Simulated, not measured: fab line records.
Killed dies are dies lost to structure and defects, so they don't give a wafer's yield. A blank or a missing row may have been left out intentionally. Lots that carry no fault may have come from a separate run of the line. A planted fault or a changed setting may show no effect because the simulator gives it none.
Struck lot and sound lot, side by side | flow n5Finfet | 16 steps out of a route of 1938
Sound: wafers L160.1, L160.5, L160.6. Struck: wafers L172.1, L172.3, L172.6. The cause is given at the end.
For every step that has rows: the tool of each side, followed by ch and its chambers, followed by its first start. Under that, the readings that differ: sound wafers | struck wafers | difference of the means | sigmas: that difference in standard deviations of wafers without a fault.
alike: readings with means less than 2 such deviations apart, plus words and numbers identical on both sides. not compared: withheld readings, readings lacking a value on some wafer, bounds such as >300 that could conceal the same value, and numbers that have no deviation in the record and whose values overlap.
Wherever a step has rows on one side only, a row that says differs or no value, or a row with sigmas, the two part there. Numbers that don't overlap but have no deviation are shown without sigmas and don't part them. Lack of a reading on every wafer of one side parts them only where that side has two or more wafers.

N5_MOL_CONTACT_COAG_CD_MEAS_08: the cd target is 28 nm.
  sound on cdSem-02 ch 0, day 5 03:33; struck on cdSem-03 ch 0, day 8 09:03
  alike: cdNm
N5_MOL_CONTACT_COAG_OVL_MEAS_09:
  sound on overlay-02 ch 0, day 5 03:35; struck on overlay-01 ch 0, day 8 09:05
  alike: CA_OVL
N5_MOL_CONTACT_COAG_INSPECT_10: inspects for defects (brightfield).
  sound: defectInspect-02 at day 5 03:38; struck: defectInspect-02 at day 8 09:08
  alike: rawDefectCount
then, 2 steps without rows for these wafers: N5_MOL_CONTACT_COAG_DESCUM_13 (chemistry O2, time 7 s); N5_MOL_CONTACT_COAG_ETCH_59 (etches underlayer in N2/H2, target depth 13 nm, time 10.4 s).
N5_MOL_CONTACT_COAG_ETCH_105: etches SiARC in CF4, target depth 15.6 nm, time 26 s.
  sound on rieDiel-06 ch 0,2,3, day 5 03:45; struck on rieDiel-06 ch 2,3, day 8 10:03
  alike: biasW, drypumpMotorCurrentA, etchRfOnTimeS, mfcArSccm, oesProductAu, rfVppV, showerheadPlenumPTorr, throttleValvePct
  not compared: rfHoursCounterH
N5_MOL_CONTACT_COAG_ETCH_106: etches SOC in N2/H2, target depth 80 nm, overetch 16 nm, time 120 s.
  sound on rieDiel-06 ch 0,2,3, day 5 03:47; struck on rieDiel-06 ch 2,3, day 8 10:05
reading             | sound          | struck         | difference | sigmas
oesProductAu (a.u.) | 0.76 0.63 0.63 | 0.89 0.83 0.81 | +0.17      | +2
  alike: biasW, drypumpMotorCurrentA, rfVppV, showerheadPlenumPTorr, tempC, throttleValvePct
  not compared: rfHoursCounterH
then, 2 steps without rows for these wafers: N5_MOL_CONTACT_COAG_STRIP_107 (strips in N2/H2); N5_MOL_CONTACT_COAG_STRIP_108 (strips in N2/H2).
N5_MOL_CONTACT_COAG_CONTACT_ETCH_14: etches SiO2 in C4F6/O2, target depth 27.5 nm, overetch 8.5 nm, time 20 s.
  sound on rieDiel-06 ch 0,2,3, day 5 03:53; struck on rieDiel-06 ch 2,3, day 8 10:11
  alike: biasW, drypumpMotorCurrentA, mfcArSccm, oes_f_703_au, oesProductAu, rfVppV, showerheadPlenumPTorr, throttleValvePct
  not compared: rfHoursCounterH
then, 1 step without rows for these wafers: N5_MOL_CONTACT_COAG_STRIP_109 (strips in C4F6/O2).
N5_MOL_CONTACT_COAG_ETCH_15: etches SiNx in CH3F/O2, stops on Si:P, target depth 7 nm.
  sound on rieDiel-06 ch 0,2,3, day 5 03:55; struck on rieDiel-06 ch 2,3, day 8 10:13
reading             | sound          | struck         | difference | sigmas
oesProductAu (a.u.) | 0.62 0.52 0.50 | 0.73 0.67 0.67 | +0.14      | +2
  alike: CH3F_flow_sccm, biasW, drypumpMotorCurrentA, mfcArSccm, oes_f_703_au, rfVppV, showerheadPlenumPTorr, throttleValvePct
  not compared: rfHoursCounterH
N5_MOL_CONTACT_COAG_ETCH_110: etches Si in CF4/O2, target depth 2.5 nm, time 8 s.
  sound on rieDiel-06 ch 0,2,3, day 5 03:59; struck on rieDiel-06 ch 2,3, day 8 10:17
reading   | sound             | struck            | difference | sigmas
biasW (W) | 12.01 12.07 12.03 | 11.46 11.57 11.42 | -0.55      | -15
  alike: drypumpMotorCurrentA, mfcArSccm, oes_f_703_au, oesProductAu, rfVppV, showerheadPlenumPTorr, throttleValvePct
  not compared: rfHoursCounterH
N5_MOL_CONTACT_COAG_STRIP_98: strips in N2/H2.
  sound on rieDiel-06 ch 0,2,3, day 5 04:02; struck on rieDiel-06 ch 2,3, day 8 10:20
  alike: drypumpMotorCurrentA, oesProductAu, rfVppV, showerheadPlenumPTorr, tempC, throttleValvePct
  not compared: rfHoursCounterH
-- the record jumps here: 4 days lie between the struck wafers' starts before and after (it left off in module MOL_CONTACT_COAG and takes up again in module BEOL_M4, whose first step shown is number 1111 of the route) --
N5_BEOL_M4_RC_MEAS_101:
  sound on prober-02 ch 0, day 9 01:57; struck on prober-02 ch 0, day 12 04:28
reading       | sound          | struck         | difference | sigmas
DIBL_N (mV/V) | 33.0 32.1 34.4 | 36.7 36.0 35.8 | +3.0       | +2
  alike: DIBL_P, IOFF_N, IOFF_P, ION_N, ION_P, SS_N, SS_P, VT_N, VT_P
-- a jump in the record: the struck wafers' starts before and after are 4 days apart (it breaks off in module BEOL_M4 and resumes in module PASSIVATION, where the first step shown is number 1936 of the route) --
N5_PASSIVATION_PROBE_49:
  record: rows for the struck wafers here (prober-01, day 16 09:26), none for the sound ones

WHERE THEY PART
At N5_MOL_CONTACT_COAG_ETCH_106 first; at N5_PASSIVATION_PROBE_49 last (within this record only).

WHY: whatever the simulator had introduced
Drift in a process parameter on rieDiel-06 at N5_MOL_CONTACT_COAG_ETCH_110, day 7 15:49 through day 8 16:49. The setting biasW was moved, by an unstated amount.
